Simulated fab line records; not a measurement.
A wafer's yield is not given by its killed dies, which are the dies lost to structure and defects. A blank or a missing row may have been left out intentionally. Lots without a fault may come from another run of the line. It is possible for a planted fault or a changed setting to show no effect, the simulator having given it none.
Chamber matching || flow n5Finfet || N5_BEOL_M8_DESCUM_33 on rieDiel-02: 4 sister chambers
The step chemistry O2, time 7 s. 4 wafers are shown with their chamber, then 10 later ones without.

WAFERS WITH THEIR CHAMBER
{"wafer": "L082.3", "chamber": 0, "throttleValvePct (%)": 20.44}
{"wafer": "L082.4", "chamber": 3, "throttleValvePct (%)": 20.62}
{"wafer": "L088.1", "chamber": 2, "throttleValvePct (%)": 20.53}
{"wafer": "L088.3", "chamber": 1, "throttleValvePct (%)": 19.97}

WAFERS MISSING THEIR CHAMBER
{"wafer": "L088.4", "throttleValvePct (%)": 20.45}
{"wafer": "L091.2", "throttleValvePct (%)": 19.99}
{"wafer": "L091.3", "throttleValvePct (%)": 20.28}
{"wafer": "L091.6", "throttleValvePct (%)": 20.46}
{"wafer": "L093.3", "throttleValvePct (%)": 20.53}
{"wafer": "L093.4", "throttleValvePct (%)": 19.99}
{"wafer": "L093.6", "throttleValvePct (%)": 20.00}
{"wafer": "L096.2", "throttleValvePct (%)": 20.31}
{"wafer": "L096.4", "throttleValvePct (%)": 20.00}
{"wafer": "L096.6", "throttleValvePct (%)": 20.54}

CHAMBER TAKEN BY EACH
{"wafer": "L088.4", "from the rows above": "can't be placed: 0 or 2", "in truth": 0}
{"wafer": "L091.2", "from the rows above": 1, "in truth": 1}
{"wafer": "L091.3", "from the rows above": "can't be placed: 0 or 2", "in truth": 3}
{"wafer": "L091.6", "from the rows above": "can't be placed: 0 or 2", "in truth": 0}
{"wafer": "L093.3", "from the rows above": "can't be placed: 2 or 0 or 3", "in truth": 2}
{"wafer": "L093.4", "from the rows above": 1, "in truth": 1}
{"wafer": "L093.6", "from the rows above": 1, "in truth": 1}
{"wafer": "L096.2", "from the rows above": "can't be placed: 0 or 2", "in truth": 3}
{"wafer": "L096.4", "from the rows above": 1, "in truth": 1}
{"wafer": "L096.6", "from the rows above": "can't be placed: 2 or 3 or 0", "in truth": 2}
Correct placement for 4 of the 10. Cannot be placed on the basis of these rows: 6; the candidates contain the true chamber in 4. Wrongly placed: 0.
How it was worked out, from the rows above alone: a wafer's distance from a chamber is the root of the sum, over the readings, of the square of ((its reading less the chamber's mean) divided by the reading's scatter). If the next closest chamber is less than 2 further off than the closest, the wafer can't be placed; otherwise it belongs to the closest. A chamber's mean is the mean of its shown wafers. The scatter: root of mean squared gap, hidden wafer to nearest shown wafer, with one shown wafer a chamber.
